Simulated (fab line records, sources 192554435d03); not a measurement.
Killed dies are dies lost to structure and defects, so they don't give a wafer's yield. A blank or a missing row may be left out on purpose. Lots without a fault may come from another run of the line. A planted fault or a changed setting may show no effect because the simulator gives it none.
Chamber matching | flow n5_finfet | N5_BEOL_M8_ETCH_65 on rie_diel-02: 4 sister chambers
The step etches SiARC in CF4, target depth 15.6 nm, time 26 s. 8 wafers are shown with their chamber, then 12 later ones without.

WAFERS WITH THEIR CHAMBER
wafer  | chamber | showerhead_plenum_p_Torr (Torr) | throttle_valve_pct (%)
L080.4 | 3       | 2.15                            | 15.58
L087.2 | 3       | 2.14                            | 15.61
L087.6 | 0       | 2.06                            | 15.68
L086.3 | 0       | 2.06                            | 15.67
L086.5 | 1       | 2.13                            | 15.51
L090.1 | 1       | 2.13                            | 15.54
L090.2 | 2       | 2.13                            | 16.14
L090.6 | 2       | 2.13                            | 16.14

WAFERS WITHOUT THEIR CHAMBER
wafer  | showerhead_plenum_p_Torr (Torr) | throttle_valve_pct (%)
L091.1 | 2.13                            | 16.15
L091.4 | 2.05                            | 15.66
L091.6 | 2.13                            | 16.13
L092.3 | 2.12                            | 15.57
L092.4 | 2.05                            | 15.68
L092.6 | 2.12                            | 15.56
L095.2 | 2.12                            | 16.16
L095.5 | 2.12                            | 16.17
L095.6 | 2.14                            | 15.65
L096.1 | 2.05                            | 15.70
L096.2 | 2.12                            | 16.16
L096.3 | 2.13                            | 15.66

WHICH CHAMBER EACH WENT THROUGH
wafer  | from the rows above | in truth
L091.1 | 2                   | 2
L091.4 | 0                   | 0
L091.6 | 2                   | 2
L092.3 | 1                   | 1
L092.4 | 0                   | 0
L092.6 | 1                   | 1
L095.2 | 2                   | 2
L095.5 | 2                   | 2
L095.6 | 3                   | 3
L096.1 | 0                   | 0
L096.2 | 2                   | 2
L096.3 | 3                   | 3
Placed correctly: 12 of 12. Can't be placed from these rows: 0. Placed wrongly: 0.
How it was worked out, from the rows above alone: a wafer's distance from a chamber is the root of the sum, over the readings, of the square of ((its reading less the chamber's mean) divided by the reading's scatter). The wafer belongs to the nearest chamber; if the next one is less than 2 further off, it can't be placed. A chamber's mean is the mean of its shown wafers. The scatter: the root of (the sum of the squares of (reading less its chamber's mean) over the shown wafers, divided by (wafers less chambers)).
